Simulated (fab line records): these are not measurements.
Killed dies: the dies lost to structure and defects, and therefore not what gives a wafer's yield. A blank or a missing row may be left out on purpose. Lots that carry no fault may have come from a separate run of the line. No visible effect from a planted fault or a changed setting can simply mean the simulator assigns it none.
fab line records -- flow n5_finfet
[record] lots = 10, wafers = 30, last_day = 21
route steps=1938 shown STI_FIN_REVEAL@184 BEOL_M4@1111 PASSIVATION@1936
lots with no fault: from the same line, run without faults
start_h: hours from the record's first day to the start of the lot's first wafer shown -- wait_h: time in hours since the lot's previous step -- " identical to the entry in the row above -- L1.1+2: a row that stands for several wafers -- - no value present, or no start provided -- * or withheld: withheld -- < > ~ a bound
route shown NAME@n: NAME is a module with steps in the file, n the number in the route of the first one -- usual: mean/standard deviation taken from wafers without a fault -- same: alike in all rows -- chamber/n: place in a boat -- sites: readings site by site -- _std_site: how widely they spread, as a standard deviation -- _edge_site: the outer-site mean with the inner-site mean subtracted -- radius_mm: for every site, how far away it sits from the centre of the wafer -- mask NAME#n: copy n -- behind: tool/chamber where the wafer was last shaped -- hold: why the lot went on hold/how many hours it stayed there/how the hold came to an end -- device: names the non-switching transistor (n, p or np) -- end of line: the tests these same wafers got at the end of their route -- a step given without rows: its recipe and nothing more -- killed: at the first sort, the dies lost to defects and structure; wafer yield is something else -- map: per-die view of a wafer (x killed, . not killed, _ where there is no die)
set.NAME: the run value of the setting; set.NAME@STEP: its run value at that earlier step -- model.NAME: the simulator's own value behind a step, which no gauge read
route steps across a sampled set of lots; one table per step, one row per wafer
services: the hour from which a tool's chamber was out of use, counted from the record's first day as start_h (under 0 if before that day), plus the number of hours and why
[[steps]]
[step N5_STI_FIN_REVEAL_ALD_14]
[recipe] material = Si3N4, target_thk_a = 30, temp_c = 400, ald_precursor_family = SiH2I2, ald_co_reactant = N2/H2-plasma, pressure_torr = 2
[usual] chamber_pressure_Torr = 1.999/0.004, heater_power_w = 876/63
lot.wafer,tool,chamber,start_h,wait_h,chamber_pressure_Torr,heater_power_w
L657.1,ald_sin-01,0,26.96,0.0,1.994,731
L657.4,ald_sin-01,1,26.96,0.0,1.997,909
L657.6,ald_sin-01,2,26.96,0.0,2.003,884
L659.2,ald_sin-04,2,40.38,0.0,1.998,878
L659.4,ald_sin-04,3,40.38,0.0,1.997,808
L659.6,ald_sin-04,1,40.38,0.0,1.997,971
L662.4,ald_sin-01,2,57.84,0.0,2.003,874
L662.5,ald_sin-01,2,57.84,0.0,2.000,887
L662.6,ald_sin-01,1,57.84,0.0,1.998,910
L663.2,ald_sin-04,0,66.13,0.0,1.999,875
L663.4,ald_sin-04,1,66.13,0.0,2.000,975
L663.5,ald_sin-04,3,66.13,0.0,2.001,814
L668.2,ald_sin-01,3,96.53,0.0,1.996,901
L668.3,ald_sin-01,1,96.53,0.0,2.006,883
L668.4,ald_sin-01,0,96.53,0.0,1.995,745
L670.1,ald_sin-01,2,104.82,0.0,1.998,872
L670.2,ald_sin-01,1,104.82,0.0,1.999,897
L670.6,ald_sin-01,2,104.82,0.0,1.997,878
L671.2,ald_sin-03,1,111.03,0.0,1.997,878
L671.5,ald_sin-03,2,111.03,0.0,2.001,835
L671.6,ald_sin-03,3,111.03,0.0,2.004,951
L672.1,ald_sin-04,2,117.93,0.0,1.995,849
L672.2,ald_sin-04,1,117.93,0.0,1.999,966
L672.4,ald_sin-04,3,117.93,0.0,1.998,806
L673.3,ald_sin-03,1,123.59,0.0,2.003,895
L673.4,ald_sin-03,2,123.59,0.0,1.994,821
L673.6,ald_sin-03,3,123.59,0.0,2.000,954
L677.2,ald_sin-01,1,148.24,0.0,2.001,907
L677.3,ald_sin-01,0,148.24,0.0,2.003,736
L677.4,ald_sin-01,2,148.24,0.0,1.998,873
[step N5_STI_FIN_REVEAL_RECESS_09]
[recipe] chemistry = HF/NH3, target = SiO2, afs_cycles = 11, target_depth_a = 425, temp_c = 30, sublimation_temp_c = 180, sublimation_time_s = 60
[usual] drypump_motor_current_A = 5.6/0.66
[same] afs_cycles = 11
lot.wafer,tool,chamber,start_h,wait_h,drypump_motor_current_A
L657.1,vapor_etch-01,0,32.78,0.0,4.9
L657.4,vapor_etch-01,1,32.78,0.0,6.5
L657.6,vapor_etch-01,1,32.78,0.0,6.5
L659.2,vapor_etch-02,1,46.21,0.0,5.0
L659.4,vapor_etch-02,0,46.21,0.0,6.0
L659.6,vapor_etch-02,0,46.21,0.0,6.0
L662.4,vapor_etch-01,1,64.19,0.6,6.5
L662.5,vapor_etch-01,1,64.19,0.6,6.5
L662.6,vapor_etch-01,0,64.19,0.6,4.9
L663.2,vapor_etch-02,0,72.48,0.0,6.0
L663.4,vapor_etch-02,0,72.48,0.0,6.0
L663.5,vapor_etch-02,1,72.48,0.0,5.0
L668.2,vapor_etch-01,0,102.46,0.0,4.9
L668.3,vapor_etch-01,1,102.46,0.0,6.5
L668.4,vapor_etch-01,0,102.46,0.0,4.9
L670.1,vapor_etch-02,0,110.72,0.0,6.0
L670.2,vapor_etch-02,1,110.72,0.0,5.0
L670.6,vapor_etch-02,1,111.78,1.1,5.0
L671.2,vapor_etch-02,1,117.06,0.0,5.0
L671.5,vapor_etch-02,0,118.12,1.1,6.0
L671.6,vapor_etch-02,1,118.12,1.1,5.0
L672.1,vapor_etch-01,0,123.75,0.0,4.9
L672.2,vapor_etch-01,1,123.75,0.0,6.5
L672.4,vapor_etch-01,1,123.75,0.0,6.5
L673.3,vapor_etch-02,0,130.57,0.6,6.0
L673.4,vapor_etch-02,1,130.57,0.6,5.0
L673.6,vapor_etch-02,0,130.57,0.6,6.0
L677.2,vapor_etch-01,1,154.07,0.0,6.4
L677.3,vapor_etch-01,0,154.07,0.0,4.9
L677.4,vapor_etch-01,1,154.07,0.0,6.4
[step N5_STI_FIN_REVEAL_OXIDATION_31]
[recipe] chemistry = O2_PLASMA_REMOTE, temp_c = 150, time_s = 20, pressure_mtorr = 1000, source_power_w = 2000, o2_flow_sccm = 3000
[usual] drypump_motor_current_A = 6.2/0.34, heater_power_w = 131/6.6, rf_fwd_power_W = 1979/7.5
lot.wafer,tool,chamber,start_h,wait_h,drypump_motor_current_A,heater_power_w,rf_fwd_power_W,rf_hours_counter_h
L657.1,plasma_asher-01,1,34.93,0.0,5.8,143,1975,83
L657.4,plasma_asher-01,1,34.93,0.0,5.8,141,1983,-
L657.6,plasma_asher-01,0,34.93,0.0,6.6,132,1985,-
L659.2,plasma_asher-02,0,48.69,0.0,5.9,123,1972,27
L659.4,plasma_asher-02,0,48.69,0.0,5.9,123,1976,-
L659.6,plasma_asher-02,1,48.69,0.0,6.4,125,1973,-
L662.4,plasma_asher-01,0,65.83,0.1,6.6,133,1974,-
L662.5,plasma_asher-01,1,65.83,0.1,5.8,140,1980,-
L662.6,plasma_asher-01,0,65.83,0.1,6.6,132,1985,-
L663.2,plasma_asher-02,0,74.63,0.0,5.9,123,1987,32
L663.4,plasma_asher-02,1,74.63,0.0,6.3,125,1967,-
L663.5,plasma_asher-02,1,74.63,0.0,6.3,126,1967,-
L668.2,plasma_asher-01,0,104.61,0.0,6.6,130,1971,98
L668.3,plasma_asher-01,1,104.61,0.0,5.7,140,1976,-
L668.4,plasma_asher-01,0,104.61,0.0,6.6,130,1973,-
L670.1,plasma_asher-02,1,112.88,0.0,6.3,130,1975,37
L670.2,plasma_asher-02,0,112.88,0.0,5.9,125,1974,37
L670.6,plasma_asher-02,0,112.88,0.0,5.9,122,1961,-
L671.2,plasma_asher-02,0,119.22,0.0,5.9,127,1979,39
L671.5,plasma_asher-02,0,119.22,0.0,5.9,124,1983,-
L671.6,plasma_asher-02,1,119.22,0.0,6.4,125,1977,-
L672.1,plasma_asher-01,1,125.90,0.0,5.8,141,1995,102
L672.2,plasma_asher-01,0,125.90,0.0,6.6,135,1976,102
L672.4,plasma_asher-01,1,125.90,0.0,5.8,140,1984,-
L673.3,plasma_asher-02,0,132.21,0.1,5.9,123,1976,-
L673.4,plasma_asher-02,1,132.21,0.1,6.3,125,1969,-
L673.6,plasma_asher-02,0,132.21,0.1,5.9,124,1977,-
L677.2,plasma_asher-01,0,156.22,0.0,6.6,133,1991,107
L677.3,plasma_asher-01,1,156.22,0.0,5.8,141,1979,-
L677.4,plasma_asher-01,0,156.22,0.0,6.6,134,1987,-
[step N5_STI_FIN_REVEAL_CD_MEAS_22]
[recipe] target_cd_nm = 6.238, pitch_nm = 28, polarity = line
[usual] cd_nm = 6.4/0.3
lot.wafer,tool,chamber,start_h,wait_h,cd_nm
L657.1,cd_sem-03,-,35.45,0.0,6.5
L657.4,cd_sem-03,-,35.45,0.0,6.1
L657.6,cd_sem-03,-,35.45,0.0,6.5
L659.2,cd_sem-01,-,49.35,0.0,5.9
L659.4,cd_sem-01,-,49.35,0.0,6.2
L659.6,cd_sem-01,-,49.35,0.0,5.6
L662.4,cd_sem-03,-,66.52,0.0,6.7
L662.5,cd_sem-03,-,66.52,0.0,5.9
L662.6,cd_sem-03,-,66.52,0.0,6.4
L663.2,cd_sem-03,-,75.20,0.0,6.1
L663.4,cd_sem-03,-,75.20,0.0,6.0
L663.5,cd_sem-03,-,75.20,0.0,6.3
L668.2,cd_sem-01,-,105.13,0.0,6.2
L668.3,cd_sem-01,-,105.13,0.0,6.9
L668.4,cd_sem-01,-,105.13,0.0,6.4
L670.1,cd_sem-01,-,113.42,0.0,6.2
L670.2,cd_sem-01,-,113.42,0.0,6.4
L670.6,cd_sem-01,-,113.42,0.0,6.1
L671.2,cd_sem-02,-,119.73,0.0,6.5
L671.5,cd_sem-02,-,119.73,0.0,6.3
L671.6,cd_sem-02,-,119.73,0.0,6.6
L672.1,cd_sem-02,-,126.42,0.0,6.4
L672.2,cd_sem-02,-,126.42,0.0,6.8
L672.4,cd_sem-02,-,126.42,0.0,6.4
L673.3,cd_sem-02,-,132.71,0.0,6.4
L673.4,cd_sem-02,-,132.71,0.0,6.3
L673.6,cd_sem-02,-,132.71,0.0,6.6
L677.2,cd_sem-02,-,156.74,0.0,6.2
L677.3,cd_sem-02,-,156.74,0.0,6.4
L677.4,cd_sem-02,-,156.74,0.0,6.1
[step N5_STI_FIN_REVEAL_FIN_H_MEAS_10]
[usual] trench_depth_nm = 51.7/0.85
lot.wafer,tool,chamber,start_h,wait_h,trench_depth_nm
L657.1,ocd-01,-,35.48,0.0,51.2
L657.4,ocd-01,-,35.48,0.0,52.0
L657.6,ocd-01,-,35.48,0.0,51.3
L659.2,ocd-02,-,49.38,0.0,51.2
L659.4,ocd-02,-,49.38,0.0,52.9
L659.6,ocd-02,-,49.38,0.0,53.8
L662.4,ocd-02,-,66.55,0.0,50.9
L662.5,ocd-02,-,66.55,0.0,51.7
L662.6,ocd-02,-,66.55,0.0,51.9
L663.2,ocd-02,-,75.23,0.0,51.9
L663.4,ocd-02,-,75.23,0.0,52.5
L663.5,ocd-02,-,75.23,0.0,51.4
L668.2,ocd-01,-,105.88,0.7,50.7
L668.3,ocd-01,-,105.88,0.7,51.0
L668.4,ocd-01,-,105.88,0.7,51.3
L670.1,ocd-01,-,113.46,0.0,51.6
L670.2,ocd-01,-,113.46,0.0,51.7
L670.6,ocd-01,-,113.46,0.0,52.2
L671.2,ocd-01,-,119.76,0.0,52.8
L671.5,ocd-01,-,119.76,0.0,52.4
L671.6,ocd-01,-,119.76,0.0,72.3
L672.1,ocd-02,-,126.45,0.0,51.4
L672.2,ocd-02,-,126.45,0.0,52.1
L672.4,ocd-02,-,126.45,0.0,52.1
L673.3,ocd-01,-,132.74,0.0,70.8
L673.4,ocd-01,-,132.74,0.0,51.1
L673.6,ocd-01,-,132.74,0.0,71.4
L677.2,ocd-02,-,156.77,0.0,52.2
L677.3,ocd-02,-,156.77,0.0,51.6
L677.4,ocd-02,-,156.77,0.0,52.3
[step N5_BEOL_M4_RC_MEAS_101]
[usual] DIBL_N = 36.1/2.3, DIBL_P = 36/3.2, IOFF_N = 0.16/0.045, IOFF_P = 0.21/0.049, ION_N = 674/14, ION_P = 462/8.4, SS_N = 71.6/0.83, SS_P = 73.2/0.87, VT_N = 249/3.8, VT_P = -250/3.4
lot.wafer,tool,chamber,start_h,wait_h,DIBL_N[mV/V],DIBL_P[mV/V],IOFF_N[nA/um],IOFF_P[nA/um],ION_N[uA/um],ION_P[uA/um],SS_N[mV/dec],SS_P[mV/dec],VT_N[mV],VT_P[mV]
L657.1,prober-02,0,236.98,0.3,35.1,34,0.13,0.21,659,461,70.7,72.9,250,-249
L657.4,prober-02,0,236.98,0.3,39.1,39,0.20,0.28,675,466,72.3,73.6,248,-246
L657.6,prober-02,0,236.98,0.3,37.9,37,0.18,0.25,673,465,71.7,73.7,248,-245
L659.2,prober-01,0,266.49,0.2,36.3,33,0.14,0.18,650,449,71.9,72.9,254,-250
L659.4,prober-01,0,266.49,0.2,33.2,30,0.10,0.15,672,459,71.6,72.3,255,-253
L659.6,prober-01,0,266.49,0.2,36.7,35,0.14,0.21,682,470,72.0,73.0,253,-250
L663.2,prober-02,0,277.70,0.2,35.9,36,0.16,0.18,671,449,71.5,74.0,248,-250
L663.4,prober-02,0,277.70,0.2,31.9,31,0.10,0.13,663,451,69.7,72.0,252,-256
L663.5,prober-02,0,277.70,0.2,35.3,34,0.16,0.17,670,453,70.8,72.7,246,-255
L662.4,prober-02,0,289.33,0.5,37.0,38,0.19,0.25,671,455,72.0,73.9,246,-247
L662.5,prober-02,0,289.33,0.5,38.4,39,0.20,0.25,679,465,72.7,74.4,249,-249
L662.6,prober-02,0,289.33,0.5,36.7,37,0.19,0.23,683,464,72.6,73.6,250,-249
L668.2,prober-02,0,317.56,0.2,35.8,34,0.12,0.21,652,457,71.0,73.4,254,-251
L668.3,prober-02,0,317.56,0.2,35.1,34,0.13,0.20,662,464,71.3,71.6,251,-249
L668.4,prober-02,0,317.56,0.2,37.7,37,0.16,0.25,675,465,71.9,73.4,251,-247
L673.3,prober-01,0,329.74,0.3,31.4,30,0.09,0.13,645,446,69.8,72.4,255,-258
L673.4,prober-01,0,329.74,0.3,37.2,36,0.19,0.20,672,462,71.5,73.5,247,-249
L673.6,prober-01,0,329.74,0.3,36.4,35,0.16,0.19,668,458,71.4,73.7,250,-254
L672.1,prober-01,0,344.70,0.0,35.5,36,0.15,0.18,672,457,72.1,72.9,249,-253
L672.2,prober-01,0,344.70,0.0,37.7,38,0.20,0.22,686,463,71.2,74.2,244,-251
L672.4,prober-01,0,344.70,0.0,33.9,34,0.13,0.16,667,457,70.4,72.4,248,-255
L670.1,prober-02,0,344.81,0.0,37.5,37,0.18,0.23,666,457,72.6,73.9,248,-250
L670.2,prober-02,0,344.81,0.0,32.3,30,0.11,0.14,656,448,70.9,71.3,255,-256
L670.6,prober-02,0,344.81,0.0,33.1,31,0.11,0.15,658,453,71.1,72.1,252,-254
L671.2,prober-02,0,347.82,0.2,36.9,34,0.16,0.20,689,470,70.9,72.9,249,-247
L671.5,prober-02,0,347.82,0.2,38.7,37,0.19,0.24,693,472,71.8,74.2,243,-245
L671.6,prober-02,0,347.82,0.2,39.8,37,0.22,0.24,688,465,71.8,73.6,243,-247
L677.2,prober-02,0,358.83,0.2,37.6,38,0.17,0.20,673,458,71.3,73.8,248,-252
L677.3,prober-02,0,358.83,0.2,39.2,41,0.21,0.28,674,466,72.2,75.1,249,-249
L677.4,prober-02,0,358.83,0.2,36.5,37,0.15,0.20,675,462,71.2,73.9,248,-254
[step N5_PASSIVATION_PROBE_49]
[usual] defect_limited_yield = 90.9/1.6, killed_at_M0_to_M3 = 37/11, killed_at_M4_up = 15/5.6, killed_at_contacts = 13/6.4, killed_at_front_end = 39/11, killed_at_other = 4/3.1, killed_dies = 107/19, killed_open = 71/14, killed_short = 34/7.8, sort_bin_5_function = 5.3/1, sort_bin_6_memory = 3.4/0.72, sort_bin_8_speed = 0.0/0.42, sort_n_pass = 1072/20, sort_yield_pct = 90.9/1.7
[same] gross_dies = 1180, killed_at_back_side = 0, sort_bin_4_leakage[%] = 0
lot.wafer,tool,chamber,start_h,wait_h,defect_limited_yield[%],killed_at_M0_to_M3,killed_at_M4_up,killed_at_contacts,killed_at_front_end,killed_at_other,killed_dies,killed_open,killed_short,sort_bin_5_function[%],sort_bin_6_memory[%],sort_bin_8_speed[%],sort_n_pass,sort_yield_pct[%]
L662.4,prober-02,-,410.79,0.2,89.7,46,10,13,51,2,122,84,36,6.4,3.7,0,1058,89.7
L662.5,prober-02,-,410.84,0.2,89.9,44,13,13,48,1,119,82,35,5.3,4.4,0,1061,89.9
L662.6,prober-02,-,410.89,0.3,89.6,46,19,8,49,1,123,81,42,6.9,2.9,0,1057,89.6
L673.3,prober-01,-,447.85,0.1,90.4,34,23,24,31,1,113,68,43,5.8,3.5,0,1067,90.4
L673.4,prober-01,-,447.90,0.2,91.8,24,14,23,34,2,97,68,27,4.9,3.2,0,1083,91.8
L673.6,prober-01,-,448.00,0.3,90.2,30,31,27,28,0,116,67,48,5.3,4.3,0,1064,90.2
L668.2,prober-01,-,450.60,0.1,90.4,26,17,8,60,2,113,78,33,5.4,4.0,0,1067,90.4
L668.3,prober-01,-,450.65,0.1,89.4,32,20,12,54,7,125,83,41,5.9,4.0,0,1055,89.4
L668.4,prober-01,-,450.70,0.2,88.8,39,15,20,49,9,132,85,46,6.1,4.9,0,1048,88.8
L672.1,prober-02,-,467.60,0.0,93.1,32,7,8,32,2,81,49,28,3.1,3.1,0,1099,93.1
L672.2,prober-02,-,467.65,0.1,94.7,21,12,11,17,2,63,40,23,3.3,1.7,0,1117,94.7
L672.4,prober-02,-,467.75,0.2,93.6,17,12,3,42,1,75,49,26,4.3,1.7,0,1105,93.6
L670.1,prober-01,-,467.93,0.0,92.6,35,6,11,31,4,87,50,37,4.1,3.3,0,1093,92.6
L670.2,prober-01,-,467.98,0.1,89.8,53,15,19,28,5,120,76,42,6.0,3.6,0,1060,89.8
L670.6,prober-01,-,468.18,0.3,92.9,30,12,15,25,2,84,56,26,4.0,3.1,0,1096,92.9
L671.2,prober-02,-,469.07,0.1,92.3,28,9,5,49,0,91,72,18,4.1,3.1,0,1089,92.3
L671.5,prober-02,-,469.22,0.2,89.6,39,23,5,53,3,123,87,33,5.7,4.3,0,1057,89.6
L671.6,prober-02,-,469.27,0.3,91.7,35,14,4,38,7,98,65,30,4.7,3.2,0,1082,91.7
L677.2,prober-01,-,496.22,0.1,92.7,25,15,10,34,2,86,56,29,4.4,2.7,0,1094,92.7
L677.3,prober-01,-,496.27,0.1,90.5,36,11,10,52,3,112,72,38,5.9,3.2,0,1068,90.5
L677.4,prober-01,-,496.32,0.2,89.8,48,17,18,36,1,120,95,24,6.1,3.7,0,1060,89.8
// killed by level:class
L662.4 BEOL_M2:geometric_particle:open=19 FIN_SAQP:geometric_particle:open=18 MOL_CONTACT_COAG:geometric_particle:open=12 FIN_SAQP:geometric_particle:short=10 BEOL_M0_SAQP:geometric_particle:short=8 BEOL_M0_SAQP:geometric_particle:open=6 BEOL_M1:geometric_particle:open=4 BEOL_M3:geometric_particle:open=4
L662.5 BEOL_M2:geometric_particle:open=24 FIN_SAQP:geometric_particle:open=13 MOL_CONTACT_COAG:geometric_particle:open=9 BEOL_M4:geometric_particle:open=9 GATE_CUT:geometric_particle:short=6 DUMMY_GATE:geometric_particle:open=5 STARTING-WAFER:geometric_particle:open=5 FIN_SAQP:geometric_particle:short=4
L662.6 FIN_SAQP:geometric_particle:open=18 BEOL_M0_SAQP:geometric_particle:open=14 BEOL_M2:geometric_particle:open=13 GATE_CUT:geometric_particle:short=8 FIN_SAQP:geometric_particle:short=7 BEOL_M4:geometric_particle:open=7 BEOL_M0_SAQP:geometric_particle:short=6 BEOL_M4:geometric_particle:short=6
L673.3 MOL_CONTACT_COAG:geometric_particle:open=19 BEOL_M4:geometric_particle:open=13 FIN_SAQP:geometric_particle:short=9 BEOL_M0_SAQP:geometric_particle:short=7 BEOL_M2:geometric_particle:short=7 BEOL_M0_SAQP:geometric_particle:open=6 BEOL_M2:geometric_particle:open=6 BEOL_M4:geometric_particle:short=5
L673.4 MOL_CONTACT_COAG:geometric_particle:open=22 FIN_SAQP:geometric_particle:open=7 FIN_SAQP:geometric_particle:short=7 STI_FIN_REVEAL:geometric_particle:open=6 BEOL_M0:geometric_particle:open=4 DUMMY_GATE:geometric_particle:open=3 BEOL_M0_SAQP:geometric_particle:short=3 BEOL_M0_SAQP:geometric_particle:open=3
L673.6 BEOL_M4:geometric_particle:open=17 MOL_CONTACT_COAG:geometric_particle:open=15 MOL_CONTACT_COAG:geometric_particle:short=12 BEOL_M0_SAQP:geometric_particle:short=8 BEOL_M0_SAQP:geometric_particle:open=5 BEOL_M2:geometric_particle:short=5 STI_FIN_REVEAL:geometric_particle:open=4 BEOL_M1:geometric_particle:short=4
L668.2 STI_FIN_REVEAL:geometric_particle:open=25 FIN_SAQP:geometric_particle:short=9 BEOL_M0_SAQP:geometric_particle:open=9 BEOL_M4:geometric_particle:open=9 BEOL_M0_SAQP:geometric_particle:short=8 FIN_SAQP:geometric_particle:open=6 MOL_CONTACT_COAG:geometric_particle:open=5 BEOL_M3:geometric_particle:open=5
L668.3 STI_FIN_REVEAL:geometric_particle:open=19 BEOL_M4:geometric_particle:open=13 BEOL_M0_SAQP:geometric_particle:short=10 BEOL_M0_SAQP:geometric_particle:open=9 STI_FIN_REVEAL:geometric_particle:short=7 MOL_CONTACT_COAG:geometric_particle:open=7 FIN_SAQP:geometric_particle:open=5 DUMMY_GATE:geometric_particle:open=5
L668.4 STI_FIN_REVEAL:geometric_particle:open=15 MOL_CONTACT_COAG:geometric_particle:open=15 FIN_SAQP:geometric_particle:open=12 FIN_SAQP:geometric_particle:short=10 BEOL_M0_SAQP:geometric_particle:open=10 BEOL_M0_SAQP:geometric_particle:short=9 BEOL_M4:geometric_particle:open=9 BEOL_M2:geometric_particle:open=8
L672.1 BEOL_M3:geometric_particle:open=10 BEOL_M1:geometric_particle:open=8 MOL_CONTACT_COAG:geometric_particle:open=6 FIN_SAQP:geometric_particle:open=5 GATE_CUT:geometric_particle:short=4 BEOL_M0_SAQP:geometric_particle:open=4 STARTING-WAFER:geometric_particle:short=4 ILD0:geometric_particle:open=3
L672.2 FIN_SAQP:geometric_particle:short=9 MOL_CONTACT_COAG:geometric_particle:open=9 BEOL_M2:geometric_particle:open=7 BEOL_M3:geometric_particle:open=4 BEOL_M4:geometric_particle:open=4 BEOL_M0:geometric_particle:open=3 BEOL_M1:geometric_particle:short=3 BEOL_M6:geometric_particle:open=3
L672.4 STI_FIN_REVEAL:geometric_particle:open=11 FIN_SAQP:geometric_particle:open=6 ILD0:geometric_particle:short=5 ILD0:geometric_particle:open=4 BEOL_M0:geometric_particle:open=4 BEOL_M2:geometric_particle:open=3 BEOL_M4:geometric_particle:open=3 BEOL_M5:geometric_particle:open=3
L670.1 MOL_CONTACT_COAG:geometric_particle:open=9 BEOL_M0_SAQP:geometric_particle:open=9 BEOL_M0_SAQP:geometric_particle:short=9 BEOL_M1:geometric_particle:open=8 FIN_SAQP:geometric_particle:short=7 FIN_SAQP:geometric_particle:open=5 GATE_CUT:geometric_particle:short=5 STI_FIN_REVEAL:geometric_particle:open=4
L670.2 BEOL_M1:geometric_particle:open=17 MOL_CONTACT_COAG:geometric_particle:open=15 BEOL_M0_SAQP:geometric_particle:short=9 BEOL_M0_SAQP:geometric_particle:open=8 BEOL_M4:geometric_particle:open=7 BEOL_M3:geometric_particle:open=6 BEOL_M1:geometric_particle:short=5 STI_FIN_REVEAL:geometric_particle:open=4
L670.6 MOL_CONTACT_COAG:geometric_particle:open=9 BEOL_M0_SAQP:geometric_particle:open=7 STI_FIN_REVEAL:geometric_particle:open=6 BEOL_M1:geometric_particle:open=6 BEOL_M0_SAQP:geometric_particle:short=6 MOL_CONTACT_COAG:geometric_particle:short=5 BEOL_M3:geometric_particle:open=5 BEOL_M4:geometric_particle:open=5
L671.2 STI_FIN_REVEAL:geometric_particle:open=15 BEOL_M3:geometric_particle:open=13 DUMMY_GATE:geometric_particle:open=8 FIN_SAQP:geometric_particle:open=6 MOL_CONTACT_COAG:geometric_particle:open=5 BEOL_M1:geometric_particle:open=5 BEOL_M4:geometric_particle:open=5 DUMMY_GATE:geometric_particle:short=4
L671.5 BEOL_M4:geometric_particle:open=17 FIN_SAQP:geometric_particle:open=14 BEOL_M3:geometric_particle:open=12 BEOL_M1:geometric_particle:open=10 STI_FIN_REVEAL:geometric_particle:open=8 FIN_SAQP:geometric_particle:short=7 GATE_CUT:geometric_particle:short=5 DUMMY_GATE:geometric_particle:open=5
L671.6 STI_FIN_REVEAL:geometric_particle:open=9 BEOL_M1:geometric_particle:open=9 DUMMY_GATE:geometric_particle:open=8 BEOL_M4:geometric_particle:open=7 FIN_SAQP:geometric_particle:short=6 BEOL_M3:geometric_particle:open=6 BEOL_M0_SAQP:geometric_particle:open=5 BEOL_M2:geometric_particle:open=4
L677.2 STI_FIN_REVEAL:geometric_particle:open=10 BEOL_M3:geometric_particle:open=9 MOL_CONTACT_COAG:geometric_particle:open=8 BEOL_M4:geometric_particle:short=6 FIN_SAQP:geometric_particle:open=5 BEOL_M0_SAQP:geometric_particle:short=5 STI_FIN_REVEAL:geometric_particle:short=3 DUMMY_GATE:geometric_particle:open=3
L677.3 STI_FIN_REVEAL:geometric_particle:open=16 BEOL_M3:geometric_particle:open=9 STI_FIN_REVEAL:geometric_particle:short=7 MOL_CONTACT_COAG:geometric_particle:open=7 BEOL_M0_SAQP:geometric_particle:short=6 FIN_SAQP:geometric_particle:open=5 GATE_CUT:geometric_particle:short=5 BEOL_M0:geometric_particle:open=5
L677.4 MOL_CONTACT_COAG:geometric_particle:open=16 BEOL_M3:geometric_particle:open=14 STI_FIN_REVEAL:geometric_particle:open=12 BEOL_M0_SAQP:geometric_particle:open=10 BEOL_M4:geometric_particle:open=8 FIN_SAQP:geometric_particle:open=7 DUMMY_GATE:geometric_particle:open=6 BEOL_M0_SAQP:geometric_particle:short=6
[[services]]
tool,chamber,start_h,hours,kind
plasma_asher-01,-,4.84,0.5,repair
ald_sin-04,0,8.32,-,clean
ald_sin-04,1,8.32,-,clean
ald_sin-04,2,8.32,-,clean
ald_sin-04,3,8.32,-,clean
plasma_asher-02,-,21.47,1.7,repair
ald_sin-04,-,64.86,0.8,repair
ald_sin-03,3,78.05,2.7,repair
ald_sin-03,0,102.01,11.3,repair
ald_sin-04,3,122.15,16.0,repair
[[key]]
[first_sign] step = N5_STI_FIN_REVEAL_FIN_H_MEAS_10, reading = trench_depth_nm, direction = up, sigmas = 23, usual = 51.7, struck = 71.5
effect none on later readings
met_at N5_STI_FIN_REVEAL_RECESS_09
struck_lots L671,L673
struck_wafers L671.6,L673.3,L673.6
not_acting_at N5_STI_FIN_REVEAL_ALD_14,N5_STI_FIN_REVEAL_OXIDATION_31,N5_STI_FIN_REVEAL_CD_MEAS_22
onset_between 110.72 117.06
[fault] kind = process_parameter_drift, tool = vapor_etch-02, chamber = -, onset_h = 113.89, steps = N5_STI_FIN_REVEAL_RECESS_09, channel = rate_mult, offset = 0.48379, shape = step, end_h = 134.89, scope = struck_wafers_only
